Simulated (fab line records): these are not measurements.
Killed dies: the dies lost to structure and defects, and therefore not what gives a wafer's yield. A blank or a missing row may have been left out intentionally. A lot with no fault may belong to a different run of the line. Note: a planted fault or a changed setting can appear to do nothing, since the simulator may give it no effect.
fab line records	flow n5Finfet
record lots=10	wafers=30	lastDay=17
route steps=1938 shown BEOL_M4@1111 BEOL_M8@1365 PASSIVATION@1936
lots untouched by any fault: they come from a run of this same line in which no faults occurred
startH: start of the lot's first displayed wafer, in hours after the record's first day	waitH: how many hours have passed since the lot's step before this one	" same as the row above	L1.1+2: a single row standing in for several wafers	- value missing, or start not given	* or withheld: withheld	< > ~ a bound
route shown NAME@n: NAME is a module with steps in the file, n the number in the route of the first one	usual: average and standard deviation across the fault-free wafers	same: alike in all rows	chamber/n: place in a boat	sites: each site's reading	_std_site: how widely they spread, as a standard deviation	_edge_site: inner sites' mean taken away from outer sites' mean	radiusMm: for every site, how far away it sits from the centre of the wafer	mask NAME#n: copy n	behind: the last tool/chamber to shape the wafer	hold: cause of the lot's hold/its duration in hours/its outcome	device: the transistor (n, p or np) that didn't switch	end of line: the route-end tests of the same wafers	for a step that has no rows: nothing shown but its recipe	killed: dies lost to structure and defects at the first sort, not the wafer's yield	map: the dies of a wafer, with x for killed, . for not killed, _ for no die there
set.NAME: the setting as run; set.NAME@STEP: as run at that earlier step	model.NAME: the simulator's own value behind a step, which no gauge read
the route's steps for a sample of lots (tables are steps, rows are wafers)
services: the hour from which a tool's chamber was out of use, counted from the record's first day as startH (under 0 if before that day), plus the number of hours and why
## steps
# step N5_BEOL_M4_RC_MEAS_101
# usual DIBL_N=37.3/2.3	DIBL_P=37.4/2.9	IOFF_N=0.18/0.045	IOFF_P=0.25/0.054	ION_N=679/15	ION_P=468/9.7	SS_N=71.8/0.62	SS_P=73.6/0.76	VT_N=248/4.1	VT_P=-248/3.6
lot.wafer	tool	chamber	startH	waitH	DIBL_N[mV/V]	DIBL_P[mV/V]	IOFF_N[nA/um]	IOFF_P[nA/um]	ION_N[uA/um]	ION_P[uA/um]	SS_N[mV/dec]	SS_P[mV/dec]	VT_N[mV]	VT_P[mV]
L647.1	prober-01	0	182.56	0.0	36.8	37.7	0.16	0.26	687	483	72.0	74.3	247	-246
L647.4	"	0	"	"	36.2	35.5	0.14	0.24	669	466	71.4	73.4	251	-245
L647.5	"	0	"	"	37.5	37.9	0.17	0.28	689	482	71.9	73.8	246	-246
L656.2	prober-01	0	235.89	0.2	36.9	38.9	0.18	0.25	673	462	72.5	73.3	247	-249
L656.3	"	0	"	"	32.6	32.7	0.11	0.16	675	461	70.8	72.4	258	-254
L656.5	"	0	"	"	36.2	38.4	0.19	0.25	692	472	72.3	73.1	246	-246
L657.1	prober-02	0	236.47	0.0	38.0	39.3	0.22	0.24	696	471	71.9	73.7	245	-251
L657.4	"	0	"	"	37.5	38.2	0.17	0.21	675	455	72.6	73.8	248	-253
L657.5	"	0	"	"	39.2	40.2	0.25	0.26	702	467	71.9	73.8	242	-247
L659.1	prober-02	0	260.49	0.0	39.9	41.6	0.25	0.33	703	481	71.6	73.8	245	-243
L659.5	"	0	"	"	33.8	33.4	0.12	0.18	675	470	71.2	72.9	252	-251
L659.6	"	0	"	"	36.5	36.2	0.15	0.22	658	465	71.5	73.8	253	-247
L661.1	prober-01	0	262.31	0.0	41.3	41.0	0.29	0.34	697	476	71.5	74.8	239	-244
L661.3	"	0	"	"	36.2	35.4	0.17	0.23	689	479	71.1	73.6	246	-246
L661.5	"	0	"	"	35.9	33.3	0.14	0.19	667	455	71.7	72.6	251	-250
L663.2	prober-01	0	270.82	0.2	38.4	39.6	0.22	0.29	672	459	73.0	74.3	248	-246
L663.4	"	0	"	"	36.5	37.6	0.18	0.25	695	473	71.3	74.1	248	-246
L663.6	"	0	"	"	37.4	38.9	0.21	0.28	703	474	71.7	74.2	245	-244
L664.1	prober-01	0	274.23	0.0	38.1	38.7	0.18	0.23	679	459	72.0	73.5	246	-250
L664.2	"	0	"	"	39.1	39.5	0.20	0.24	674	458	71.9	73.8	246	-250
L664.3	"	0	"	"	36.4	35.6	0.16	0.19	685	465	71.9	73.0	249	-252
L665.2	prober-02	0	274.66	0.2	39.6	38.4	0.19	0.25	683	464	71.9	74.1	248	-251
L665.4	"	0	"	"	41.1	40.5	0.23	0.32	682	467	73.4	74.8	246	-244
L665.5	"	0	"	"	36.8	33.9	0.14	0.17	653	449	71.7	72.3	255	-253
L667.2	prober-02	0	295.89	0.2	40.7	41.8	0.23	0.30	679	467	72.8	73.9	244	-248
L667.5	"	0	"	"	35.8	35.6	0.14	0.20	662	462	71.7	73.1	252	-252
L667.6	"	0	"	"	39.5	41.2	0.22	0.28	677	464	73.2	74.6	246	-249
L669.3	prober-02	0	301.76	0.3	38.2	36.8	0.19	0.30	680	476	71.5	73.7	246	-242
L669.4	"	0	"	"	37.2	36.0	0.18	0.26	681	468	71.3	73.0	246	-246
L669.5	"	0	"	"	34.7	33.0	0.13	0.21	675	472	71.0	72.6	251	-248
# step N5_BEOL_M8_CD_MEAS_28
# recipe targetCdNm=40	landingEnergyEv=500	detector=seInlens
# usual cdNm=40.08/0.25
lot.wafer	tool	chamber	startH	waitH	cdNm
L647.1	cdSem-01	0	215.97	-	40.06
L647.4	"	0	"	"	39.87
L647.5	"	0	"	"	39.50
L656.2	cdSem-01	0	279.87	-	40.45
L656.3	"	0	"	"	40.43
L656.5	"	0	"	"	40.04
L657.1	cdSem-02	0	280.35	-	39.93
L657.4	"	0	"	"	40.40
L657.5	"	0	"	"	40.05
L659.1	cdSem-03	0	295.37	-	39.90
L659.5	"	0	"	"	39.62
L659.6	"	0	"	"	40.40
L661.1	cdSem-01	0	299.83	-	40.17
L661.3	"	0	"	"	39.54
L661.5	"	0	"	"	40.25
L664.1	cdSem-02	0	306.41	-	39.87
L664.2	"	0	"	"	40.10
L664.3	"	0	"	"	39.89
L663.2	cdSem-03	0	306.46	-	39.73
L663.4	"	0	"	"	40.11
L663.6	"	0	"	"	40.11
L665.2	cdSem-01	0	313.19	-	40.15
L665.4	"	0	"	"	40.33
L665.5	"	0	"	"	40.23
L669.3	cdSem-03	0	334.31	-	40.27
L669.4	"	0	"	"	40.08
L669.5	"	0	"	"	40.09
L667.2	cdSem-01	0	337.18	-	40.09
L667.5	"	0	"	"	40.22
L667.6	"	0	"	"	39.89
# step N5_BEOL_M8_VIA_ETCH_34
# recipe chemistry=C4F6/O2	target=SiCOH_lowk	targetDepthA=1255	maskMaterial=SOC	taperDeg=4	timeS=50.5	ionEnergyEv=250	pressureMtorr=30	sourceW=345	biasW=185	Ar_flow_sccm=300	C4F6_flow_sccm=10	O2_flow_sccm=10
# usual C4F6_flow_sccm=10.000/0.029	O2_flow_sccm=10.00/0.031	drypumpMotorCurrentA=5.6/0.41	oesProductAu=0.76/0.083	rfVppV=654/18	showerheadPlenumPTorr=2.80/0.071	throttleValvePct=20.97/0.25	timeS=50.5/0
lot.wafer	tool	chamber	startH	waitH	C4F6_flow_sccm	O2_flow_sccm	drypumpMotorCurrentA	oesProductAu	rfHoursCounterH	rfVppV	showerheadPlenumPTorr	throttleValvePct	timeS
L647.1	rieDiel-04	0	216.48	0.0	9.953	10.02	6.1	0.70	227	647	2.92	20.91	50.5
L647.4	"	1	"	"	10.026	9.98	5.1	0.74	166	651	2.75	21.39	50.5
L647.5	"	3	"	"	10.020	10.01	5.5	0.78	-	654	2.78	21.14	50.5
L656.2	rieDiel-04	1	280.17	0.0	-	-	-	-	-	-	-	-	-
L656.3	"	0	"	"	-	-	-	-	-	-	-	-	-
L656.5	"	2	"	"	-	-	-	-	-	-	-	-	-
L657.1	rieDiel-04	2	280.70	0.0	-	-	-	-	-	-	-	-	-
L657.4	"	1	"	"	-	-	-	-	-	-	-	-	-
L657.5	"	0	"	"	-	-	-	-	-	-	-	-	-
L659.1	rieDiel-04	3	295.67	0.0	10.014	9.99	5.5	0.75	161	655	2.77	21.19	50.5
L659.5	"	3	"	"	9.977	10.01	5.5	0.75	-	654	2.77	21.17	50.5
L659.6	"	2	"	"	10.007	10.02	6.0	0.67	-	637	2.79	20.94	50.5
L661.1	rieDiel-04	2	300.31	0.0	9.996	10.01	6.0	0.66	252	637	2.79	20.94	50.5
L661.3	"	3	"	"	9.981	9.99	5.5	0.75	162	654	2.77	21.18	50.5
L661.5	"	2	"	"	9.993	9.98	6.0	0.66	-	638	2.79	20.94	50.5
L664.1	rieDiel-02	1	306.72	0.0	9.981	9.98	5.6	0.67	247	645	2.67	20.65	50.5
L664.2	"	0	"	"	10.004	9.95	5.9	0.96	9	683	2.92	20.66	50.5
L664.3	"	3	"	"	9.976	9.97	5.2	0.80	96	664	2.76	21.10	50.5
L663.2	rieDiel-06	1	306.76	0.0	10.022	9.98	6.2	0.83	85	704	2.75	21.05	50.5
L663.4	"	3	"	"	10.019	9.96	5.5	0.80	111	665	2.78	21.03	50.5
L663.6	"	3	"	"	10.047	10.02	5.5	0.80	-	665	2.78	21.04	50.5
L665.2	rieDiel-02	2	313.49	0.0	10.003	9.97	4.8	0.70	229	653	2.88	20.64	50.5
L665.4	"	0	"	"	10.045	10.00	5.9	0.96	11	684	2.92	20.67	50.5
L665.5	"	2	"	"	10.017	10.01	4.8	0.70	-	653	2.88	20.64	50.5
L669.3	rieDiel-04	1	334.61	0.0	9.982	10.01	5.1	0.70	211	649	2.73	21.45	50.5
L669.4	"	2	"	"	10.049	10.01	6.0	0.95	6	636	2.79	20.63	50.5
L669.5	"	3	"	"	10.002	9.99	5.5	0.73	-	655	2.76	21.17	50.5
L667.2	rieDiel-04	0	337.49	0.0	9.957	9.99	6.1	0.92	13	646	2.90	20.63	50.5
L667.5	"	2	"	"	10.001	9.96	6.0	0.94	-	637	2.79	20.63	50.5
L667.6	"	1	"	"	10.002	10.05	5.1	0.70	-	649	2.73	21.43	50.5
# step N5_BEOL_M8_TRENCH_ETCH_37
# recipe chemistry=C4F6/O2	targetDepthA=934.78	target=SiCOH_lowk	timeS=31.2	ionEnergyEv=250	pressureMtorr=30	sourceW=345	biasW=185	Ar_flow_sccm=300	C4F6_flow_sccm=10	O2_flow_sccm=10
# usual C4F6_flow_sccm=10.002/0.028	O2_flow_sccm=10.00/0.032	drypumpMotorCurrentA=5.6/0.41	oesProductAu=0.76/0.082	rfVppV=654/18	showerheadPlenumPTorr=2.80/0.071	throttleValvePct=21.00/0.25
# same timeS=31.2
lot.wafer	tool	chamber	startH	waitH	C4F6_flow_sccm	O2_flow_sccm	drypumpMotorCurrentA	oesProductAu	rfHoursCounterH	rfVppV	showerheadPlenumPTorr	throttleValvePct
L647.1	rieDiel-04	0	-	-	9.950	10.03	6.1	0.69	227	648	2.92	20.96
L647.4	"	1	"	"	9.952	10.07	5.1	0.75	166	650	2.75	21.40
L647.5	"	3	"	"	10.012	10.03	5.5	0.78	-	655	2.78	21.17
L656.2	rieDiel-04	1	-	-	9.980	10.01	5.1	0.73	189	650	2.74	21.45
L656.3	"	0	"	"	10.000	9.95	6.1	0.68	249	647	2.91	20.96
L656.5	"	2	"	"	10.004	10.02	6.0	0.68	-	637	2.80	20.97
L657.1	rieDiel-04	2	-	-	9.988	9.97	6.0	0.67	244	636	2.80	20.97
L657.4	"	1	"	"	10.041	9.99	5.1	0.73	-	649	2.74	21.44
L657.5	"	0	"	"	10.047	10.03	6.1	0.69	-	647	2.91	20.98
L659.1	rieDiel-04	3	-	-	9.986	9.98	5.5	0.75	161	655	2.77	21.21
L659.5	"	3	"	"	10.038	10.01	5.5	0.75	-	655	2.77	21.22
L659.6	"	2	"	"	10.067	9.98	6.0	0.66	-	639	2.79	20.98
L661.1	rieDiel-04	2	-	-	10.006	10.01	6.0	0.67	252	635	2.79	20.98
L661.3	"	3	"	"	10.050	10.00	5.5	0.75	162	654	2.77	21.21
L661.5	"	2	"	"	9.984	10.04	6.0	0.66	-	636	2.79	20.97
L664.1	rieDiel-02	1	-	-	9.990	10.03	5.7	0.68	247	645	2.67	20.67
L664.2	"	0	"	"	9.995	9.96	5.9	0.95	9	685	2.92	20.69
L664.3	"	3	"	"	10.016	9.93	5.2	0.81	96	663	2.76	21.13
L663.2	rieDiel-06	1	-	-	10.029	9.99	6.2	0.83	85	704	2.75	21.08
L663.4	"	3	"	"	10.022	10.01	5.5	0.80	111	666	2.78	21.05
L663.6	"	3	"	"	10.005	10.02	5.5	0.80	-	664	2.78	21.04
L665.2	rieDiel-02	2	-	-	10.057	10.02	4.9	0.70	229	654	2.88	20.68
L665.4	"	0	"	"	9.991	9.93	5.9	0.95	11	685	2.92	20.70
L665.5	"	2	"	"	10.015	10.06	4.8	0.70	-	654	2.87	20.68
L669.3	rieDiel-04	1	-	-	9.997	10.00	5.1	0.71	211	649	2.73	21.47
L669.4	"	2	"	"	9.996	10.00	6.0	0.95	6	638	2.79	20.65
L669.5	"	3	"	"	9.995	9.97	5.5	0.73	-	656	2.76	21.23
L667.2	rieDiel-04	0	-	-	9.984	10.04	6.1	0.91	13	647	2.91	20.65
L667.5	"	2	"	"	10.040	9.98	6.0	0.94	-	637	2.79	20.66
L667.6	"	1	"	"	10.015	10.00	5.1	0.70	-	650	2.73	21.47
# step N5_PASSIVATION_PROBE_49
# usual defectLimitedYield=91.3/1.5	killed_at_M0_to_M3=35/8.7	killed_at_M4_up=14/5.5	killedAtContacts=11/5.6	killedAtFrontEnd=39/13	killedAtOther=3.7/2.2	killedDies=103/18	killedOnRim=14/4.4	killedOpen=69/14	killedShort=33/7.8	sort_bin_5_function=5.1/0.99	sort_bin_6_memory=3.3/0.67	sort_bin_8_speed=0.02/0.17	sortNPass=1077/18	sortYieldPct=91.2/1.5
# same grossDies=1180	killedAtBackSide=0	sort_bin_4_leakage[%]=0
lot.wafer	tool	chamber	startH	waitH	defectLimitedYield[%]	killed_at_M0_to_M3	killed_at_M4_up	killedAtContacts	killedAtFrontEnd	killedAtOther	killedDies	killedOnRim	killedOpen	killedShort	sort_bin_5_function[%]	sort_bin_6_memory[%]	sort_bin_8_speed[%]	sortNPass	sortYieldPct[%]
L657.1	prober-02	-	350.42	0.0	0	31	1117	13	18	1	1180	152	46	24	97.9	1.9	0	0	0
L657.4	prober-02	-	350.57	0.2	0	34	1090	19	33	4	1180	152	79	26	97.1	2.5	0	0	0
L657.5	prober-02	-	350.62	0.2	0	34	1107	10	28	1	1180	152	44	33	97.0	2.5	0	0	0
L656.2	prober-01	-	352.43	0.1	0	43	1091	2	40	4	1180	152	65	40	95.7	3.8	0	0	0
L656.3	prober-01	-	352.48	0.1	0	32	1101	9	33	5	1180	152	60	39	96.4	3.1	0	0	0
L656.5	prober-01	-	352.58	0.2	0	34	1104	6	32	4	1180	152	56	33	97.2	2.7	0	0	0
L659.1	prober-02	-	359.58	0.0	93.1	28	11	8	34	0	81	4	52	29	4.4	2.2	0	1099	93.1
L659.5	prober-02	-	359.78	0.2	91.8	34	19	6	37	1	97	12	64	33	5.3	2.5	0	1083	91.8
L659.6	prober-02	-	359.83	0.3	91.2	36	10	7	44	7	104	16	64	39	6.0	2.5	0	1076	91.2
# killed by level:class
L657.1 BEOL_M8:areaEtch=1110 MOL_CONTACT_COAG:geometricParticle:open=12 BEOL_M0_SAQP:geometricParticle:short=7 BEOL_M1:geometricParticle:open=6 BEOL_M0:geometricParticle:open=5 BEOL_M3:geometricParticle:open=5 FIN_SAQP:geometricParticle:open=4 STI_FIN_REVEAL:geometricParticle:open=4
L657.4 BEOL_M8:areaEtch=1075 MOL_CONTACT_COAG:geometricParticle:open=16 FIN_SAQP:geometricParticle:open=14 BEOL_M2:geometricParticle:open=11 FIN_SAQP:geometricParticle:short=9 BEOL_M0_SAQP:geometricParticle:open=9 BEOL_M4:geometricParticle:open=9 BEOL_M3:geometricParticle:open=5
L657.5 BEOL_M8:areaEtch=1103 FIN_SAQP:geometricParticle:open=9 BEOL_M0_SAQP:geometricParticle:short=9 FIN_SAQP:geometricParticle:short=8 BEOL_M0_SAQP:geometricParticle:open=8 MOL_CONTACT_COAG:geometricParticle:open=7 BEOL_M1:geometricParticle:open=5 MOL_CONTACT_COAG:geometricParticle:short=3
L656.2 BEOL_M8:areaEtch=1074 BEOL_M0_SAQP:geometricParticle:short=14 BEOL_M0_SAQP:geometricParticle:open=11 FIN_SAQP:geometricParticle:open=8 STI_FIN_REVEAL:geometricParticle:open=8 ILD0:geometricParticle:short=7 BEOL_M2:geometricParticle:open=6 DUMMY_GATE:geometricParticle:open=4
L656.3 BEOL_M8:areaEtch=1080 BEOL_M0_SAQP:geometricParticle:short=11 STI_FIN_REVEAL:geometricParticle:open=8 MOL_CONTACT_COAG:geometricParticle:open=7 GATE_CUT:geometricParticle:short=6 BEOL_M0_SAQP:geometricParticle:open=6 BEOL_M6:geometricParticle:open=5 BEOL_M3:geometricParticle:open=5
L656.5 BEOL_M8:areaEtch=1091 BEOL_M0_SAQP:geometricParticle:open=14 BEOL_M0_SAQP:geometricParticle:short=9 BEOL_M4:geometricParticle:open=7 STI_FIN_REVEAL:geometricParticle:open=6 MOL_CONTACT_COAG:geometricParticle:open=6 GATE_CUT:geometricParticle:short=6 BEOL_M3:geometricParticle:open=5
L659.1 FIN_SAQP:geometricParticle:short=12 FIN_SAQP:geometricParticle:open=8 MOL_CONTACT_COAG:geometricParticle:open=7 BEOL_M0_SAQP:geometricParticle:open=7 BEOL_M1:geometricParticle:open=6 BEOL_M4:geometricParticle:open=5 BEOL_M0_SAQP:geometricParticle:short=4 STI_FIN_REVEAL:geometricParticle:open=3
L659.5 FIN_SAQP:geometricParticle:short=11 FIN_SAQP:geometricParticle:open=10 BEOL_M4:geometricParticle:open=10 BEOL_M0_SAQP:geometricParticle:open=9 DUMMY_GATE:geometricParticle:open=6 MOL_CONTACT_COAG:geometricParticle:open=6 BEOL_M1:geometricParticle:open=6 BEOL_M0_SAQP:geometricParticle:short=4
L659.6 FIN_SAQP:geometricParticle:open=13 FIN_SAQP:geometricParticle:short=11 BEOL_M0_SAQP:geometricParticle:open=7 BEOL_M1:geometricParticle:open=6 STI_FIN_REVEAL:geometricParticle:open=5 MOL_CONTACT_COAG:geometricParticle:open=5 BEOL_M0_SAQP:geometricParticle:short=5 BEOL_M2:geometricParticle:open=5
## services
tool	chamber	startH	hours	kind
rieDiel-02	0	197.42	3.8	repair
rieDiel-02	0	240.73	-	clean
rieDiel-02	0	240.73	-	consumableReplace:focusRing
rieDiel-02	0	240.73	20.3	scheduledDown
rieDiel-02	0	240.73	20.3	ventCycle
rieDiel-06	0	247.66	11.7	repair
rieDiel-04	3	275.02	10.0	repair
rieDiel-06	3	280.34	5.1	repair
rieDiel-04	0	285.05	-	clean
rieDiel-04	0	285.05	-	consumableReplace:focusRing
rieDiel-04	0	285.05	18.8	scheduledDown
rieDiel-04	0	285.05	18.8	ventCycle
rieDiel-04	2	304.11	-	clean
rieDiel-04	2	304.11	-	consumableReplace:focusRing
rieDiel-04	2	304.11	12.8	scheduledDown
rieDiel-04	2	304.11	12.8	ventCycle
rieDiel-02	1	317.81	-	clean
rieDiel-02	1	317.81	-	consumableReplace:focusRing
rieDiel-02	1	317.81	-	consumableReplace:showerhead
rieDiel-02	1	317.81	17.8	scheduledDown
rieDiel-02	1	317.81	17.8	ventCycle
## key
firstSign step=N5_BEOL_M8_VIA_ETCH_34	reading=toolRecord	direction=missing
effect step=N5_PASSIVATION_PROBE_49	reading=killed_at_M4_up	direction=up	sigmas=99+	usual=14	struck=1102
moreKillsBornAt N5_BEOL_M8_VIA_ETCH_34@rieDiel-04=6533
metAt N5_BEOL_M8_VIA_ETCH_34
struckLots L656,L657
laterRowsLeftOut L656.2,L656.3,L656.5,L657.1,L657.4,L657.5
notActingAt N5_BEOL_M8_CD_MEAS_28,N5_BEOL_M8_TRENCH_ETCH_37
onsetBetween 216.48 280.17
fault kind=skippedStepWhole	tool=rieDiel-04	chamber=-	onsetH=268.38	steps=N5_BEOL_M8_VIA_ETCH_34	scope=struckLotsOnly
# laterRowsLeftOut: the simulator's readings of these wafers behind a module that went badly wrong aren't trusted and aren't shown, but for the sort
